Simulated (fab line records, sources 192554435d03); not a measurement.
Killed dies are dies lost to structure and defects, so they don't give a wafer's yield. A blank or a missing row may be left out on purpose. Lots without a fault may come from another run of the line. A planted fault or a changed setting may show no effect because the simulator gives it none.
Split-lot experiment | flow n5_finfet | 7 lots, 39 wafers read, on a route of 1938 steps

THE SPLIT
At N5_FIN_CUT_CUT_ETCH_26 (etches SiNx in CH3F/O2, target depth 39 nm, time 55.7 s), the setting source_w was moved away from the recipe's 395 W on 15 of the 39 wafers read, by -19.1% to +13.4%. The other wafers ran this setting at the recipe's value.

The reading is taken at the split's own step.

THE READING
rf_vpp_V, in V, at N5_FIN_CUT_CUT_ETCH_26 (etches SiNx in CH3F/O2, target depth 39 nm, time 55.7 s). Fault-free wafers of this fab line usually give 300 V, standard deviation 6.6 V.

wafer  | tool, chamber at the split | source_w as run, W | against the recipe | rf_vpp_V, V | against lot-mates on the recipe
L074.1 | rie_diel-05, 3             | 395                | recipe             | 299         | -
L074.2 | rie_diel-05, 2             | 395                | recipe             | 290         | -
L074.3 | rie_diel-05, 1             | 395                | recipe             | 290         | -
L074.4 | rie_diel-05, 0             | 395                | recipe             | 303         | -
L074.5 | rie_diel-05, 3             | 395                | recipe             | 297         | -
L074.6 | rie_diel-05, 0             | 395                | recipe             | 305         | -
L077.1 | rie_diel-03, 3             | 395                | recipe             | 293         | -
L077.2 | rie_diel-03, 0             | 395                | recipe             | 307         | -
L077.3 | rie_diel-03, 2             | 319.4              | -19.1%             | 326         | +24
L077.4 | rie_diel-03, 1             | 319.4              | -19.1%             | 339         | +37
L077.5 | rie_diel-03, 1             | 395                | recipe             | 306         | -
L077.6 | rie_diel-03, 2             | 319.4              | -19.1%             | 326         | +24
L078.1 | rie_diel-05, 3             | 395                | recipe             | 298         | -
L078.3 | rie_diel-05, 0             | 395                | recipe             | 304         | -
L078.6 | rie_diel-05, 0             | 395                | recipe             | 304         | -
L081.1 | rie_diel-02, 0             | 417.8              | +5.8%              | 301         | -6
L081.2 | rie_diel-02, 2             | 417.8              | +5.8%              | 291         | -16
L081.3 | rie_diel-02, 1             | 417.8              | +5.8%              | 293         | -14
L081.4 | rie_diel-02, 3             | 395                | recipe             | 306         | -
L081.5 | rie_diel-02, 3             | 395                | recipe             | 305         | -
L081.6 | rie_diel-02, 0             | 395                | recipe             | 309         | -
L083.1 | rie_diel-02, 1             | 395                | recipe             | 300         | -
L083.2 | rie_diel-02, 2             | 448.1              | +13.4%             | 282         | -23
L083.3 | rie_diel-02, 3             | 448.1              | +13.4%             | 289         | -16
L083.4 | rie_diel-02, 0             | 395                | recipe             | 308         | -
L083.5 | rie_diel-02, 0             | 395                | recipe             | 308         | -
L083.6 | rie_diel-02, 3             | 448.1              | +13.4%             | 287         | -18
L084.1 | rie_diel-03, 0             | 395                | recipe             | 306         | -
L084.2 | rie_diel-03, 1             | 395                | recipe             | 306         | -
L084.3 | rie_diel-03, 3             | 321                | -18.7%             | 324         | +21
L084.4 | rie_diel-03, 2             | 321                | -18.7%             | 324         | +21
L084.5 | rie_diel-03, 2             | 395                | recipe             | 296         | -
L084.6 | rie_diel-03, 1             | 321                | -18.7%             | 338         | +35
L091.1 | rie_diel-03, 3             | 354.1              | -10.4%             | 311         | +8
L091.2 | rie_diel-03, 0             | 395                | recipe             | 305         | -
L091.3 | rie_diel-03, 2             | 354.1              | -10.4%             | 312         | +9
L091.4 | rie_diel-03, 1             | 354.1              | -10.4%             | 324         | +21
L091.5 | rie_diel-03, 2             | 395                | recipe             | 295         | -
L091.6 | rie_diel-03, 1             | 395                | recipe             | 308         | -

THE FIT
A straight line over all 39 wafers: rf_vpp_V changes by -1.37 V for each +1% of source_w; r = -0.90; the points scatter about the line by 5.8 V.
The same after taking each lot's own level away (the mean of its wafers on the recipe; 39 wafers): -1.45 V for each +1%; r = -0.93; scatter 5.3 V.
On that fit, the largest move of source_w shifts the reading by 28 V.
The lots' own levels span 297.3 to 306.7 V, that is 1.4 times the standard deviation above.
So the lot-to-lot level changes the slope little: the two slopes agree.
Check: with one of the wafers moved furthest among these (-19.1%) left out of the fit, the line predicts +27.7 V for it against its lot-mates. It came out at +24 V against them.
Tool readings at the split's step, against how far the setting was moved: rf_vpp_V r = -0.90.

THE FILE'S OWN FIT
rf_vpp_V changes by -1.43 V for each +1% of source_w, r = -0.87.
